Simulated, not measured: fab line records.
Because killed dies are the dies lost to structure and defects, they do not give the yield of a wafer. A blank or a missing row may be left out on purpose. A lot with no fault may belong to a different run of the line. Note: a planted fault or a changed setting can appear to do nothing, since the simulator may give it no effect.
Code-filled problem report in 8D (eight disciplines) form -- flow nand_harc -- the parts of the form that need people (team, actions taken, sign-off) are left out

## 1. WHAT IS WRONG
Wafers with no fault read 299.7 W with a standard deviation of 0.86, whereas rf_fwd_power_W at NHARC_THIN_TSV_ETCH_44 reads a mean of 335.3 W on 1 wafer of 1 lot. Measured from the usual mean, that is +41 standard deviations.
The step: etches the open film in CF4/O2, target depth 1594.2 nm, time 797.1 s.
The first sign was on wafer L893.2 at day 23 23:38, on rie_diel-06. At this step, 36 wafers from 12 lots have a number in the record. The rule behind "out" and "out of limits": a value lying over 4 standard deviations away from the usual mean. All remaining wafers that have a number are taken as sound.

## 2. WHAT IT IS, WHAT IT ISN'T
question,is,is not
which readings at this step,"rf_fwd_power_W, oes_product_au","drypump_motor_current_A, rf_vpp_V, showerhead_plenum_p_Torr, throttle_valve_pct"
which lots,L893,"L873, L875, L876, L878, L879, L880, L883, L884, L887, L895, L896"
which wafers of those lots,L893.2,"L893.3, L893.6"
read on which tools,rie_diel-06,"rie_diel-07, rie_diel-11"
when,from day 23 23:38,"up to then (29 sound wafers); but 6 sound wafers of L895, L896 came after"

## 3. WHAT RULES OUT EACH SUSPECT
Counting: any tool at a process step up to the reading remains a suspect provided it ran every lot that is out. Sound lots after the first of them don't rule it out here, since some wafers of a struck lot are sound.
- rie_diel-06 at NHARC_THIN_TSV_ETCH_44 (etches the open film in CF4/O2, target depth 1594.2 nm, time 797.1 s): kept. The lot that is out, L893, ran on it at day 23 23:38; the last sound lot it ran before that was L879, at day 20 11:02. Its own oes_product_au, rf_fwd_power_W readings are out on those wafers.
- At NHARC_THIN_TSV_ETCH_44 on rie_diel-06, chamber 1 took the sound wafers of the same lots and chamber 0 took the wafers that are out.
Remaining after the count: rie_diel-06 at NHARC_THIN_TSV_ETCH_44.

## 4. THE CAUSE (what the simulator had put in)
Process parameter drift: rie_diel-06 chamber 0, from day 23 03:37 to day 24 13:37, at NHARC_THIN_TSV_ETCH_44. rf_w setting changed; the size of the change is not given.
Counting left only this tool.

## 5. THE EFFECT CHAIN, in route order
One row per reading whose mean, taken over the struck wafers that have a number, lies over 3 standard deviations from the usual. Only readings whose record carries a usual standard deviation are examined. hours: median over the lots of the time between each lot's start at the first step of this table that gives one and its start at this step. sigmas: the change, counted in usual standard deviations.
hours,step,reading,usual,on struck wafers,change,sigmas
0,NHARC_THIN_TSV_ETCH_44,oes_product_au,1.000 a.u.,1.084,+0.084,+12
0,NHARC_THIN_TSV_ETCH_44,rf_fwd_power_W,299.7 W,335.3,+35.6,+41
It contains these process steps:
- NHARC_THIN_TSV_ETCH_44: etches the open film in CF4/O2, target depth 1594.2 nm, time 797.1 s.
Later measuring or inspecting steps at which every struck wafer that the step has a row for has a number for every such reading, and none has moved that far: NHARC_END_SORT_01.

## 6. WHAT WOULD HAVE CAUGHT IT SOONER
In this record the first reading out of limits was taken at day 23 23:38, 20 hours after the fault began at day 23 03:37.
